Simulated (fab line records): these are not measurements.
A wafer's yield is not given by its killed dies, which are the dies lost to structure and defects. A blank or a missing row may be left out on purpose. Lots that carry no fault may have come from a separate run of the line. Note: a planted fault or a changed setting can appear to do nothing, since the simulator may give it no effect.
Chamber matching :: flow n5_finfet :: 4 sister chambers for N5_GATE_CUT_CMP_43 on cmp-04
The step polishes SiO2. 4 wafers are shown with their chamber, then 8 later ones without.

EACH WAFER AND ITS CHAMBER
wafer: L081.5
chamber: 3
motor_current_A (A): 13.8

wafer: L088.1
chamber: 1
motor_current_A (A): 12.2

wafer: L088.3
chamber: 2
motor_current_A (A): 10.6

wafer: L090.2
chamber: 0
motor_current_A (A): 11.8

WAFERS WITH NO CHAMBER GIVEN
wafer: L090.4
motor_current_A (A): 12.3

wafer: L090.5
motor_current_A (A): 11.9

wafer: L091.1
motor_current_A (A): 11.8

wafer: L091.4
motor_current_A (A): 11.0

wafer: L091.6
motor_current_A (A): 14.6

wafer: L095.2
motor_current_A (A): 10.7

wafer: L095.3
motor_current_A (A): 12.1

wafer: L095.4
motor_current_A (A): 14.1

CHAMBER TAKEN BY EACH
wafer: L090.4
from the rows above: can't be placed: 1 or 0
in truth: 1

wafer: L090.5
from the rows above: can't be placed: 0 or 1
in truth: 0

wafer: L091.1
from the rows above: can't be placed: 0 or 1
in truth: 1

wafer: L091.4
from the rows above: can't be placed: 2 or 0
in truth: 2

wafer: L091.6
from the rows above: 3
in truth: 3

wafer: L095.2
from the rows above: 2
in truth: 2

wafer: L095.3
from the rows above: can't be placed: 1 or 0
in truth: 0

wafer: L095.4
from the rows above: 3
in truth: 3
Placed correctly: 3 of 8. These rows do not allow placing 5 (true chamber among the candidates in 5). Wrongly placed: 0.
How it was worked out, from the rows above alone: a wafer's distance from a chamber is the root of the sum, over the readings, of the square of ((its reading less the chamber's mean) divided by the reading's scatter). If the next closest chamber is less than 2 further off than the closest, the wafer can't be placed; otherwise it belongs to the closest. A chamber's mean is the mean of its shown wafers. The scatter (one wafer shown for each chamber): square how far every hidden wafer sits from the nearest shown wafer, average those squares and take the square root.
